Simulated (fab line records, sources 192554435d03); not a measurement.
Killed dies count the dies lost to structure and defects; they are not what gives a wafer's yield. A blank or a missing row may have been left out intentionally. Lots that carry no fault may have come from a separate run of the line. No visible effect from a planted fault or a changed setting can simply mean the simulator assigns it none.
Struck lot and sound lot, side by side / flow n5Finfet / 27 steps out of a route of 1938
Sound: these wafers, L895.1, L895.2, L895.6. Wafers struck: L898.1, L898.3, L898.4. Last of all comes the cause.
Order at every step that has rows: each side's tool, ch and its chambers, its first start. Under that, the readings that differ: sound wafers / struck wafers / difference of the means / sigmas: that difference in standard deviations of wafers without a fault.
alike: words and numbers the same on both sides, and readings whose means are apart by under 2 such deviations; not compared: readings that were withheld, readings missing a value for some wafer, numbers with overlapping values and no deviation given by the record, and bounds like >300 which may hide the same value.
Wherever a step has rows on one side only, a row that says differs or no value, or a row with sigmas, the two part there. Numbers that don't overlap but have no deviation are shown without sigmas and don't part them. A reading missing from all wafers of one side parts the sides only when that side holds two or more wafers.

N5_BEOL_M6_SPUTTER_48: material Cu, target thk 10 nm, time 1.667 s.
  sound: pvdSputter-01 at day 10 19:29; struck: pvdSputter-03 at day 11 12:28
  alike: biasV, throttleValvePct
then, 3 steps without rows for these wafers: N5_BEOL_M6_ECD_50 (material Cu, target thk 300 nm); N5_BEOL_M6_ANNEAL_51 (time 90 s); N5_BEOL_M6_CMP_52 (polishes, stops on SiCOH lowk, t overpolish 6.9 s, target thk 80 nm).
N5_BEOL_M6_THK_MEAS_53: measures by xrf.
  sound: filmMetro-01 at day 10 20:17; struck: filmMetro-01 at day 11 13:47
reading=M6_THK (nm); sound=74.9 74.6 77.3; struck=81.3 80.8 80.3; difference=+5.2; sigmas=+2
then, 2 steps without rows for these wafers: N5_BEOL_M6_PRE_CLEAN_55 (time 15 s); N5_BEOL_M6_DEP_56 (deposits SiCN from 3MS/NH3, target thk 10 nm, time 17.5 s).
N5_BEOL_M6_RS_MEAS_57: measurement is done with a four-point probe.
  sound: filmMetro-01 at day 10 20:27; struck: filmMetro-02 at day 11 13:55
  alike: M6_RS
N5_BEOL_M6_INSPECT_58: inspects for defects (darkfield).
  sound: defectInspect-01 at day 10 20:28; struck: defectInspect-02 at day 11 13:57
  alike: rawDefectCount
N5_BEOL_M7_ILD_DEP_00: deposits SiCOH lowk from DEMS/porogen, target thk 179.75 nm, time 33.4 s.
  sound on pecvd-03 ch 0,2, day 10 20:31; struck on pecvd-03 ch 0,1,2, day 11 13:59
  alike: heaterPowerW, showerheadPlenumPTorr, throttleValvePct
N5_BEOL_M7_CURE_74: cures SiCOH lowk, time 240 s.
  sound on uvCure-01 ch 1, day 10 20:34; struck on uvCure-03 ch 1, day 11 14:03
  alike: lampPowerPct, wafer_temp_C_max
N5_BEOL_M7_THK_MEAS_01:
  sound: filmMetro-02 at day 10 21:05; struck: filmMetro-01 at day 11 14:34
  alike: M7_ILD_THK
N5_BEOL_M7_PECVD_70: deposits SiO2 from TEOS/O2, target thk 20 nm, time 22.7 s.
  sound on pecvd-01 ch 0,1, day 10 21:07; struck on pecvd-04 ch 0,1,2, day 11 14:36
  alike: heaterPowerW, showerheadPlenumPTorr, throttleValvePct
N5_BEOL_M7_HM_DEP_02: deposits TiN, target thk 20 nm.
  sound: pvdSputter-03 at day 10 23:45; struck: pvdSputter-01 at day 11 15:53
  alike: throttleValvePct
then, 8 steps without rows for these wafers: N5_BEOL_M7_COAT_59 (time 60 s, resist thk 100 nm); N5_BEOL_M7_COAT_60 (time 60 s, resist thk 35 nm); N5_BEOL_M7_COAT_05 (resist thk 90 nm); N5_BEOL_M7_EBR_07; N5_BEOL_M7_SOFTBAKE_06 (time 60 s); N5_BEOL_M7_EXPOSE_08 (exposes mask M7); N5_BEOL_M7_PEB_09 (peb time 60 s); N5_BEOL_M7_DEVELOP_10 (develop time 30 s).
N5_BEOL_M7_CD_MEAS_11: the cd target is 38.5 nm.
  sound on cdSem-01 ch 0, day 11 00:15; struck on cdSem-01 ch 0, day 11 16:23
  alike: cdNm
N5_BEOL_M7_OVL_MEAS_12:
  sound on overlay-01 ch 0, day 11 00:17; struck on overlay-01 ch 0, day 11 16:25
  alike: M7_OVL
N5_BEOL_M7_INSPECT_13: inspects for defects (brightfield).
  sound: defectInspect-01 at day 11 00:18; struck: defectInspect-02 at day 11 16:26
reading=rawDefectCount; sound=422 398 343; struck=807 781 1017; difference=+481; sigmas=+6
N5_BEOL_M7_DESCUM_16: chemistry O2, time 7.9 s.
  sound on rieDiel-01 ch 0,3, day 11 00:34; struck on rieDiel-01 ch 0,1,2, day 11 16:29
  alike: drypumpMotorCurrentA, oesProductAu, rfVppV, showerheadPlenumPTorr, throttleValvePct
  not compared: rfHoursCounterH
-- here the record skips 4 days between the struck wafers' starts before and after, leaving off in module BEOL_M7 and picking up in module PASSIVATION (first step shown: number 1936 of the route) --
N5_PASSIVATION_PROBE_49:
  only the struck wafers here have rows in the record (prober-01, day 15 11:55); the sound ones have none

## WHERE THEY PART
Last at N5_PASSIVATION_PROBE_49 as far as this record goes, first at N5_BEOL_M6_THK_MEAS_53.

WHY: whatever the simulator had introduced
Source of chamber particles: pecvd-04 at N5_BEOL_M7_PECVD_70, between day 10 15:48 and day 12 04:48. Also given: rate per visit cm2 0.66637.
